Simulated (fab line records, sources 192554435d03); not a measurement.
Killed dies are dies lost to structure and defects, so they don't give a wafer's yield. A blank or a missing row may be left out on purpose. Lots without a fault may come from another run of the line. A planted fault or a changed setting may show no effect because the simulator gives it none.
fab line records | flow n5_finfet
record lots=5 wafers=15 last_day=19
route steps=1938 shown BEOL_M4@1099 BEOL_M5@1112 PAD_METAL@1896 PASSIVATION@1936
lots that met no fault: from a run of the same line without faults
start_h: hours from the record's first day to the start of the lot's first wafer shown | wait_h: hours since the lot's step before | " the same as in the row above | L1.1+2: a row that stands for several wafers | - no value, or no start given | * or withheld: withheld | < > ~ a bound
route shown NAME@n: a module of which the file shows steps, and the number in the route of the first | usual: mean/standard deviation of fault-free wafers | same: alike in all rows | chamber/n: place in a boat | sites: the reading at each site | _std_site: their standard deviation | _edge_site: outer sites' mean less inner sites' | radius_mm: how far each site lies from the wafer's centre | mask NAME#n: copy n | behind: the tool/chamber that last shaped the wafer | hold: why the lot was held/for how many hours/how that ended | device: the transistor (n, p or np) that didn't switch | end of line: the same wafers' tests at the end of the route | a step without rows: its recipe alone | killed: dies lost to structure and defects at the first sort, not the wafer's yield | map: a wafer's dies, x killed, . not, _ none there
set.NAME: the setting as run; set.NAME@STEP: as run at that earlier step | model.NAME: the simulator's own value behind a step, which no gauge read
lots at some steps of the route; a table a step, a row a wafer
## steps
# step N5_BEOL_M4_ANNEAL_95
# recipe temp_c=400 time_s=240 ambient=vacuum
# step N5_BEOL_M4_SPUTTER_96
# recipe material=Cu target_thk_a=45 temp_c=-20 chamber_pressure_pa=0.07 power_w=withheld time_s=8.29
# step N5_BEOL_M4_ECD_50
# recipe material=Cu target_thk_a=3000
# step N5_BEOL_M4_ANNEAL_51
# recipe temp_c=225 time_s=90 ambient=N2
# step N5_BEOL_M4_CMP_52
# recipe stop_on=SiOC t_overpolish_s=6.8 down_force_psi=1 platen_rpm=50 clearing_platen_down_force_psi=1.5 clearing_platen_rpm=50 post_cmp_clean=cu_alkaline target_thk_nm=40 clearing_platen_pad_velocity_m_s=0.99484 pad_velocity_m_s=0.99484
# step N5_BEOL_M4_PRE_CLEAN_60
# recipe gas=NH3/H2 time_s=15 temp_c=* rf_power_w=300
# step N5_BEOL_M4_CO_CAP_55
# recipe material=Co target_thk_a=20 temp_c=200 precursor=CCTBA/H2 pressure_torr=30 time_s=102.1
# step N5_BEOL_M4_PRE_CLEAN_56
# recipe gas=NH3 time_s=15 temp_c=withheld rf_power_w=300
# step N5_BEOL_M4_DEP_57
# recipe material=SiCN target_thk_a=80 temp_c=withheld precursor=3MS/NH3 pressure_torr=3 rf_w=202 time_s=14
# step N5_BEOL_M4_RC_MEAS_101
# usual DIBL_N=36.6/1.1 DIBL_P=36.7/1.5 IOFF_N=0.155/0.019 IOFF_P=0.208/0.025 ION_N=673/8.5 ION_P=462/5.9 SS_N=71.6/0.58 SS_P=73.5/0.51 VT_N=250.7/2.4 VT_P=-251/3
# columns lot.wafer tool chamber start_h wait_h DIBL_N[mV/V] DIBL_P[mV/V] IOFF_N[nA/um] IOFF_P[nA/um] ION_N[uA/um] ION_P[uA/um] SS_N[mV/dec] SS_P[mV/dec] VT_N[mV] VT_P[mV]
L901.1 prober-02 0 287.02 0.0 37.3 33.5 0.138 0.176 665 459 71.3 72.8 252.5 -253
L901.2 " 0 " " 37.0 34.2 0.137 0.187 671 457 71.1 72.9 251.6 -252
L901.3 " 0 " " 39.3 36.8 0.178 0.219 679 458 72.2 72.7 248.1 -251
L896.2 prober-02 0 291.32 0.2 34.8 38.1 0.151 0.196 681 466 71.9 73.4 253.1 -252
L896.3 " 0 " " 34.9 37.6 0.139 0.182 670 454 71.5 73.7 252.3 -253
L896.5 " 0 " " 35.1 38.2 0.155 0.195 676 460 71.8 73.9 250.9 -252
L902.1 prober-01 0 313.24 0.0 36.7 36.0 0.140 0.198 668 464 72.0 73.2 253.3 -254
L902.2 " 0 " " 37.6 37.6 0.154 0.222 666 458 71.7 73.8 251.4 -251
L902.6 " 0 " " 36.3 36.6 0.139 0.204 672 469 72.1 74.2 253.7 -253
L904.1 prober-02 0 316.64 0.0 36.4 36.5 0.135 0.225 669 468 70.8 73.5 254.2 -249
L904.2 " 0 " " 38.2 37.5 0.165 0.255 667 468 71.9 75.1 251.9 -246
L904.4 " 0 " " 34.9 34.8 0.119 0.202 663 467 71.0 73.0 253.6 -250
L910.1 prober-01 0 347.47 0.0 36.1 36.9 0.139 0.214 662 459 71.3 73.8 252.5 -247
L910.4 " 0 " " 36.4 37.1 0.151 0.218 670 459 71.2 73.6 251.3 -249
L910.5 " 0 " " 35.3 35.8 0.137 0.198 673 459 71.2 72.5 250.1 -248
# step N5_BEOL_M5_ILD_DEP_00
# recipe material=SiCOH_lowk target_thk_a=1406.4 temp_c=300 precursor=DEMS/porogen pressure_torr=5 rf_w=500 time_s=25.9
# step N5_BEOL_M5_CURE_79
# recipe temp_c=385 time_s=240 ambient=He/Ar material=SiCOH_lowk
# step N5_BEOL_M5_PECVD_70
# recipe material=SiO2 target_thk_a=160 temp_c=400 precursor=TEOS/O2 pressure_torr=5.5 rf_w=450 teos_flow_sccm=53.8 gas=O2 flow_sccm=3000 time_s=18
# step N5_BEOL_M5_HM_DEP_02
# recipe material=TiN target_thk_a=200 temp_c=25 chamber_pressure_pa=0.49996
# step N5_BEOL_M5_COAT_59
# recipe resist=SOC temp_c=250 time_s=60 spin_rpm=1500 resist_thk_nm=60
# step N5_BEOL_M5_COAT_60
# recipe resist=SiARC temp_c=220 time_s=60 spin_rpm=1500 resist_thk_nm=12
# step N5_BEOL_M5_COAT_71
# recipe resist=underlayer temp_c=205 time_s=60 spin_rpm=1500 resist_thk_nm=5
# step N5_BEOL_M5_COAT_05
# recipe resist=CAR-EUV spin_rpm=1500 resist_thk_nm=30
# step N5_BEOL_M5_EBR_07
# recipe solvent=PGMEA ebr_width_mm=1.5
# step N5_BEOL_M5_SOFTBAKE_06
# recipe temp_c=110 time_s=60 resist=CAR-EUV
# step N5_BEOL_M5_EXPOSE_08
# recipe mask_id=M5 na=0.33 source_shape=annular sigma_inner=0.4 sigma_outer=0.8 polarization=unpolarized target_cd_nm=28 dose_mj=35.75
# step N5_BEOL_M5_PEB_09
# recipe peb_temp_c=100 peb_time_s=60 resist=CAR-EUV
# step N5_BEOL_M5_DEVELOP_10
# recipe develop_time_s=30 developer=TMAH resist=CAR-EUV rinse_liquid=surfactant_rinse dry=air_spin dev_temp_c=23
# step N5_BEOL_M5_DESCUM_16
# recipe chemistry=O2 time_s=7 source_power_w=50 bias_power_w=20 pressure_mtorr=20 rf_frequency_hz=2.712e+07 temp_c=40 resist=CAR-EUV o2_flow_sccm=225
# step N5_BEOL_M5_ETCH_72
# recipe chemistry=N2/H2 target=underlayer target_depth_a=65 mask_material=CAR-EUV time_s=5.2 ion_energy_ev=200 pressure_mtorr=30 source_w=840 bias_w=150 n2_flow_sccm=200 h2_flow_sccm=200 ends=cleared
# step N5_BEOL_M5_ETCH_61
# recipe chemistry=CF4 target=SiARC target_depth_a=156 mask_material=CAR-EUV time_s=26 ion_energy_ev=80 pressure_mtorr=40 source_w=545 bias_w=36 Ar_flow_sccm=100 cf4_flow_sccm=100 ends=cleared
# step N5_BEOL_M5_ETCH_62
# recipe chemistry=N2/H2 target=SOC target_depth_a=750 overetch_a=150 mask_material=SiARC temp_c=40 time_s=112.5 ion_energy_ev=200 pressure_mtorr=30 source_w=840 bias_w=150 n2_flow_sccm=200 h2_flow_sccm=200
# step N5_BEOL_M5_STRIP_63
# recipe chemistry=N2/H2 temp_c=40 n2_flow_sccm=200 h2_flow_sccm=200 rf_frequency_hz=6e+07
# step N5_BEOL_M5_STRIP_73
# recipe chemistry=N2/H2 temp_c=40 n2_flow_sccm=200 h2_flow_sccm=200 rf_frequency_hz=6e+07
# step N5_BEOL_M5_STRIP_64
# recipe chemistry=CF4 resist=SiARC power_w=300 bias_power_w=75 pressure_mtorr=50 cf4_flow_sccm=150 rf_frequency_hz=6e+07
# step N5_BEOL_M5_HM_OPEN_17
# recipe chemistry=Cl2/BCl3 target_depth_a=200 overetch_a=60 target=TiN mask_material=SOC ion_energy_ev=150 pressure_mtorr=10 icp_w=1000 bias_w=126 Cl2_flow_sccm=53.25 bcl3_flow_sccm=21.75 Ar_flow_sccm=25
# step N5_BEOL_M5_STRIP_19
# recipe chemistry=O2 power_w=400 temp_c=40 pressure_mtorr=30 rf_frequency_hz=6e+07 bias_power_w=0 overash_fraction=0.2 o2_flow_sccm=225
# step N5_BEOL_M5_COAT_65
# recipe resist=SOC temp_c=250 time_s=60 spin_rpm=1500 resist_thk_nm=60
# step N5_BEOL_M5_COAT_66
# recipe resist=SiARC temp_c=220 time_s=60 spin_rpm=1500 resist_thk_nm=12
# step N5_PASSIVATION_AL_DEP_21
# recipe material=Al target_thk_a=28000 temp_c=400 time_s=170 power_w=30000 chamber_pressure_pa=0.4 gas=Ar
# usual cathode_dc_power_W=30000/5.3 chamber_pressure_pa=0.4000/0.00074 throttle_valve_pct=30.5/0.78
# columns lot.wafer tool chamber start_h wait_h cathode_dc_power_W chamber_pressure_pa throttle_valve_pct
L896.2 pvd_sputter-02 - 404.41 0.1 - - -
L896.3 " - " " - - -
L896.5 " - " " - - -
L901.1 pvd_sputter-03 - 404.93 0.1 - - -
L901.2 " - " " - - -
L901.3 " - " " - - -
L904.1 pvd_sputter-03 - 423.48 0.1 30000 0.3987 29.8
L904.2 " - " " 29998 0.3991 30.1
L904.4 " - " " 30001 0.3993 30.3
L902.1 pvd_sputter-02 - 426.60 0.1 - - -
L902.2 " - " " - - -
L902.6 " - " " - - -
L910.1 pvd_sputter-03 - 447.23 0.1 30001 0.4011 29.9
L910.4 " - " " 30004 0.4005 30.4
L910.5 " - " " 30001 0.4002 30.0
# step N5_PASSIVATION_PROBE_49
# usual defect_limited_yield=91.2/1.4 killed_at_M0_to_M3=36/11 killed_at_M4_up=14/5.6 killed_at_contacts=12/5.9 killed_at_front_end=38/13 killed_at_other=3.5/2.7 killed_dies=104/17 killed_on_rim=14/3.9 killed_open=68/12 killed_short=34/8.2 sort_bin_5_function=5.1/0.95 sort_bin_6_memory=3.3/0.7 sort_n_pass=1076/17 sort_yield_pct=91.2/1.4
# same gross_dies=1180 killed_at_back_side=0 sort_bin_4_leakage[%]=0 sort_bin_8_speed[%]=0
# columns lot.wafer tool chamber start_h wait_h defect_limited_yield[%] killed_at_M0_to_M3 killed_at_M4_up killed_at_contacts killed_at_front_end killed_at_other killed_dies killed_on_rim killed_open killed_short sort_bin_5_function[%] sort_bin_6_memory[%] sort_n_pass sort_yield_pct[%]
L896.2 prober-02 - 409.97 0.1 0 11 1 3 7 1158 1180 152 16 8 73.6 2.5 0 0
L896.3 prober-02 - 410.02 0.1 0 6 2 0 7 1165 1180 152 11 6 75.8 3.5 0 0
L896.5 prober-02 - 410.12 0.2 0 8 2 1 6 1163 1180 152 13 4 73.4 3.2 0 0
L901.1 prober-01 - 410.86 0.0 0 4 8 8 7 1153 1180 152 21 6 73.6 2.6 0 0
L901.2 prober-01 - 410.91 0.1 0 8 2 1 7 1162 1180 152 13 6 72.5 3.2 0 0
L901.3 prober-01 - 410.96 0.1 0 2 0 2 5 1171 1180 152 8 2 73.0 3.6 0 0
L904.1 prober-02 - 429.54 0.0 93.5 33 9 8 27 0 77 8 51 25 3.1 3.3 1103 93.5
L904.2 prober-02 - 429.59 0.1 93.1 20 12 6 40 3 81 10 57 23 4.2 2.7 1099 93.1
L904.4 prober-02 - 429.69 0.2 92.2 21 25 18 28 0 92 12 67 24 5.0 2.5 1088 92.2
L902.1 prober-01 - 431.95 0.0 0 5 3 2 6 1164 1180 152 15 1 72.4 3.1 0 0
L902.2 prober-01 - 432.00 0.1 0 6 2 4 7 1161 1180 152 18 1 72.8 2.5 0 0
L902.6 prober-01 - 432.20 0.3 0 8 4 3 8 1157 1180 152 15 10 73.6 2.5 0 0
L910.1 prober-01 - 453.06 0.0 92.5 27 9 19 32 2 89 11 57 32 4.5 2.8 1091 92.5
L910.4 prober-01 - 453.21 0.2 92.1 29 13 16 32 3 93 11 66 26 4.7 3.1 1087 92.1
L910.5 prober-01 - 453.26 0.2 92.3 30 12 23 24 2 91 15 71 18 4.1 3.4 1089 92.3
# killed by level:class
L896.2 PASSIVATION:lost_pattern=1153 BEOL_M0_SAQP:geometric_particle:short=4 DUMMY_GATE:geometric_particle:open=3 MOL_CONTACT_COAG:geometric_particle:open=3 PAD_METAL:area_dep=3 FIN_SAQP:geometric_particle:short=2 BEOL_M0_SAQP:geometric_particle:open=2 BEOL_M2:geometric_particle:open=2
L896.3 PASSIVATION:lost_pattern=1155 PAD_METAL:area_dep=8 STI_FIN_REVEAL:geometric_particle:open=2 BEOL_M0_SAQP:geometric_particle:open=2 BEOL_M2:geometric_particle:open=2 FIN_SAQP:geometric_particle:open=1 FIN_SAQP:geometric_particle:short=1 DUMMY_GATE:geometric_particle:open=1
L896.5 PASSIVATION:lost_pattern=1156 PAD_METAL:area_dep=7 BEOL_M3:geometric_particle:open=4 STI_FIN_REVEAL:geometric_particle:open=3 FIN_SAQP:geometric_particle:short=1 GATE_CUT:geometric_particle:short=1 GATE_CUT:geometric_particle:open=1 MOL_CONTACT_COAG:geometric_particle:short=1
L901.1 PASSIVATION:lost_pattern=1148 MOL_CONTACT_COAG:geometric_particle:open=7 BEOL_M4:geometric_particle:open=6 PAD_METAL:area_dep=4 FIN_SAQP:geometric_particle:open=2 BEOL_M1:geometric_particle:short=2 BEOL_M5:geometric_particle:open=2 FIN_SAQP:geometric_particle:short=1
L901.2 PASSIVATION:lost_pattern=1155 PAD_METAL:area_dep=6 BEOL_M0_SAQP:geometric_particle:short=3 BEOL_M2:geometric_particle:open=3 GATE_CUT:geometric_particle:open=2 FIN_SAQP:geometric_particle:open=1 FIN_CUT:geometric_particle:short=1 STI_FIN_REVEAL:geometric_particle:open=1
L901.3 PASSIVATION:lost_pattern=1166 PAD_METAL:area_dep=4 MOL_CONTACT_COAG:geometric_particle:open=2 FIN_SAQP:geometric_particle:open=1 STI_FIN_REVEAL:geometric_particle:open=1 DUMMY_GATE:geometric_particle:open=1 GATE_CUT:geometric_particle:open=1 BEOL_M2:geometric_particle:open=1
L904.1 BEOL_M1:geometric_particle:open=11 STI_FIN_REVEAL:geometric_particle:open=10 BEOL_M0_SAQP:geometric_particle:short=7 MOL_CONTACT_COAG:geometric_particle:open=6 BEOL_M4:geometric_particle:open=6 BEOL_M2:geometric_particle:open=4 BEOL_M3:geometric_particle:open=4 GATE_CUT:geometric_particle:short=3
L904.2 STI_FIN_REVEAL:geometric_particle:open=15 BEOL_M4:geometric_particle:open=7 MOL_CONTACT_COAG:geometric_particle:open=5 BEOL_M0_SAQP:geometric_particle:open=5 FIN_SAQP:geometric_particle:short=4 FIN_SAQP:geometric_particle:open=4 STI_FIN_REVEAL:geometric_particle:short=4 BEOL_M2:geometric_particle:open=4
L904.4 MOL_CONTACT_COAG:geometric_particle:open=16 BEOL_M4:geometric_particle:open=14 STI_FIN_REVEAL:geometric_particle:open=11 BEOL_M3:geometric_particle:open=6 STI_FIN_REVEAL:geometric_particle:short=5 BEOL_M0_SAQP:geometric_particle:open=4 BEOL_M0_SAQP:geometric_particle:short=4 GATE_CUT:geometric_particle:short=3
L902.1 PASSIVATION:lost_pattern=1159 PAD_METAL:area_dep=5 STI_FIN_REVEAL:geometric_particle:open=3 BEOL_M0_SAQP:geometric_particle:open=3 BEOL_M3:geometric_particle:open=2 MOL_CONTACT_COAG:geometric_particle:open=2 DUMMY_GATE:geometric_particle:open=1 GATE_CUT:geometric_particle:open=1
L902.2 PASSIVATION:lost_pattern=1155 PAD_METAL:area_dep=6 MOL_CONTACT_COAG:geometric_particle:open=4 BEOL_M0_SAQP:geometric_particle:open=3 FIN_SAQP:geometric_particle:open=2 STI_FIN_REVEAL:geometric_particle:open=2 BEOL_M3:geometric_particle:open=2 BEOL_M4:geometric_particle:open=2
L902.6 PASSIVATION:lost_pattern=1147 PAD_METAL:area_dep=8 BEOL_M0_SAQP:geometric_particle:short=4 MOL_CONTACT_COAG:geometric_particle:open=3 BEOL_M0_SAQP:geometric_particle:open=3 STARTING-WAFER:geometric_particle:open=2 FIN_SAQP:geometric_particle:open=1 FIN_SAQP:geometric_particle:short=1
L910.1 MOL_CONTACT_COAG:geometric_particle:open=15 FIN_SAQP:geometric_particle:short=8 BEOL_M2:geometric_particle:open=6 STI_FIN_REVEAL:geometric_particle:open=5 BEOL_M0_SAQP:geometric_particle:open=5 BEOL_M3:geometric_particle:open=5 DUMMY_GATE:geometric_particle:open=4 MOL_CONTACT_COAG:geometric_particle:short=4
L910.4 MOL_CONTACT_COAG:geometric_particle:open=13 BEOL_M4:geometric_particle:open=9 BEOL_M0:geometric_particle:open=6 BEOL_M1:geometric_particle:open=6 DUMMY_GATE:geometric_particle:open=5 BEOL_M2:geometric_particle:open=5 STARTING-WAFER:geometric_particle:open=5 FIN_SAQP:geometric_particle:open=4
L910.5 MOL_CONTACT_COAG:geometric_particle:open=17 BEOL_M3:geometric_particle:open=13 BEOL_M2:geometric_particle:open=9 STI_FIN_REVEAL:geometric_particle:open=6 BEOL_M4:geometric_particle:open=5 FIN_SAQP:geometric_particle:short=4 MOL_CONTACT_COAG:geometric_particle:short=4 STI_FIN_REVEAL:geometric_particle:short=3
# map L896.2 (x killed, . not)
_________________xxxxxxxxxxxx________________
______________xxxxxxxxxxxxxxxxxx_____________
___________xxxxxxxxxxxxxxxxxxxxxxxx__________
__________xxxxxxxxxxxxxxxxxxxxxxxxxx_________
________xxxxxxxxxxxxxxxxxxxxxxxxxxxxxx_______
_______xxxxxxxxxxxxxxxxxxxxxxxxxxxxxxxx______
______xxxxxxxxxxxxxxxxxxxxxxxxxxxxxxxxxx_____
_____xxxxxxxxxxxxxxxxxxxxxxxxxxxxxxxxxxxx____
____xxxxxxxxxxxxxxxxxxxxxxxxxxxxxxxxxxxxxx___
___xxxxxxxxxxxxxxxxxxxxxxxxxxxxxxxxxxxxxxxx__
___xxxxxxxxxxxxxxxxxxxxxxxxxxxxxxxxxxxxxxxx__
__xxxxxxxxxxxxxxxxxxxxxxxxxxxxxxxxxxxxxxxxxx_
__xxxxxxxxxxxxxxxxxxxxxxxxxxxxxxxxxxxxxxxxxx_
_xxxxxxxxxxxxxxxxxxxxxxxxxxxxxxxxxxxxxxxxxxxx
_xxxxxxxxxxxxxxxxxxxxxxxxxxxxxxxxxxxxxxxxxxxx
_xxxxxxxxxxxxxxxxxxxxxxxxxxxxxxxxxxxxxxxxxxxx
_xxxxxxxxxxxxxxxxxxxxxxxxxxxxxxxxxxxxxxxxxxxx
_xxxxxxxxxxxxxxxxxxxxxxxxxxxxxxxxxxxxxxxxxxxx
_xxxxxxxxxxxxxxxxxxxxxxxxxxxxxxxxxxxxxxxxxxxx
_xxxxxxxxxxxxxxxxxxxxxxxxxxxxxxxxxxxxxxxxxxxx
_xxxxxxxxxxxxxxxxxxxxxxxxxxxxxxxxxxxxxxxxxxxx
__xxxxxxxxxxxxxxxxxxxxxxxxxxxxxxxxxxxxxxxxxx_
__xxxxxxxxxxxxxxxxxxxxxxxxxxxxxxxxxxxxxxxxxx_
___xxxxxxxxxxxxxxxxxxxxxxxxxxxxxxxxxxxxxxxx__
___xxxxxxxxxxxxxxxxxxxxxxxxxxxxxxxxxxxxxxxx__
____xxxxxxxxxxxxxxxxxxxxxxxxxxxxxxxxxxxxxx___
_____xxxxxxxxxxxxxxxxxxxxxxxxxxxxxxxxxxxx____
______xxxxxxxxxxxxxxxxxxxxxxxxxxxxxxxxxx_____
_______xxxxxxxxxxxxxxxxxxxxxxxxxxxxxxxx______
________xxxxxxxxxxxxxxxxxxxxxxxxxxxxxx_______
__________xxxxxxxxxxxxxxxxxxxxxxxxxx_________
___________xxxxxxxxxxxxxxxxxxxxxxxx__________
______________xxxxxxxxxxxxxxxxxx_____________
_________________xxxxxxxxxxxx________________
# map L901.1 (x killed, . not)
_________________xxxxxxxxxxxx________________
______________xxxxxxxxxxxxxxxxxx_____________
___________xxxxxxxxxxxxxxxxxxxxxxxx__________
__________xxxxxxxxxxxxxxxxxxxxxxxxxx_________
________xxxxxxxxxxxxxxxxxxxxxxxxxxxxxx_______
_______xxxxxxxxxxxxxxxxxxxxxxxxxxxxxxxx______
______xxxxxxxxxxxxxxxxxxxxxxxxxxxxxxxxxx_____
_____xxxxxxxxxxxxxxxxxxxxxxxxxxxxxxxxxxxx____
____xxxxxxxxxxxxxxxxxxxxxxxxxxxxxxxxxxxxxx___
___xxxxxxxxxxxxxxxxxxxxxxxxxxxxxxxxxxxxxxxx__
___xxxxxxxxxxxxxxxxxxxxxxxxxxxxxxxxxxxxxxxx__
__xxxxxxxxxxxxxxxxxxxxxxxxxxxxxxxxxxxxxxxxxx_
__xxxxxxxxxxxxxxxxxxxxxxxxxxxxxxxxxxxxxxxxxx_
_xxxxxxxxxxxxxxxxxxxxxxxxxxxxxxxxxxxxxxxxxxxx
_xxxxxxxxxxxxxxxxxxxxxxxxxxxxxxxxxxxxxxxxxxxx
_xxxxxxxxxxxxxxxxxxxxxxxxxxxxxxxxxxxxxxxxxxxx
_xxxxxxxxxxxxxxxxxxxxxxxxxxxxxxxxxxxxxxxxxxxx
_xxxxxxxxxxxxxxxxxxxxxxxxxxxxxxxxxxxxxxxxxxxx
_xxxxxxxxxxxxxxxxxxxxxxxxxxxxxxxxxxxxxxxxxxxx
_xxxxxxxxxxxxxxxxxxxxxxxxxxxxxxxxxxxxxxxxxxxx
_xxxxxxxxxxxxxxxxxxxxxxxxxxxxxxxxxxxxxxxxxxxx
__xxxxxxxxxxxxxxxxxxxxxxxxxxxxxxxxxxxxxxxxxx_
__xxxxxxxxxxxxxxxxxxxxxxxxxxxxxxxxxxxxxxxxxx_
___xxxxxxxxxxxxxxxxxxxxxxxxxxxxxxxxxxxxxxxx__
___xxxxxxxxxxxxxxxxxxxxxxxxxxxxxxxxxxxxxxxx__
____xxxxxxxxxxxxxxxxxxxxxxxxxxxxxxxxxxxxxx___
_____xxxxxxxxxxxxxxxxxxxxxxxxxxxxxxxxxxxx____
______xxxxxxxxxxxxxxxxxxxxxxxxxxxxxxxxxx_____
_______xxxxxxxxxxxxxxxxxxxxxxxxxxxxxxxx______
________xxxxxxxxxxxxxxxxxxxxxxxxxxxxxx_______
__________xxxxxxxxxxxxxxxxxxxxxxxxxx_________
___________xxxxxxxxxxxxxxxxxxxxxxxx__________
______________xxxxxxxxxxxxxxxxxx_____________
_________________xxxxxxxxxxxx________________
## key
first_sign step=N5_PASSIVATION_AL_DEP_21 reading=tool_record direction=missing
effect step=N5_PASSIVATION_PROBE_49 reading=killed_at_other direction=up sigmas=99+ usual=3.5 struck=1161.6
met_at N5_PASSIVATION_AL_DEP_21
struck_wafers L896.2,L896.3,L896.5,L901.1,L901.2,L901.3,L902.1,L902.2,L902.6
later_rows_left_out L896.2,L896.3,L896.5,L901.1,L901.2,L901.3,L902.1,L902.2,L902.6
fault kind=skipped_step_whole tool=pvd_sputter-02,pvd_sputter-03 chamber=- onset_h=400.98 steps=N5_PASSIVATION_AL_DEP_21 scope=struck_lots_only
# later_rows_left_out: the simulator's readings of these wafers behind a module that went badly wrong aren't trusted and aren't shown, but for the sort
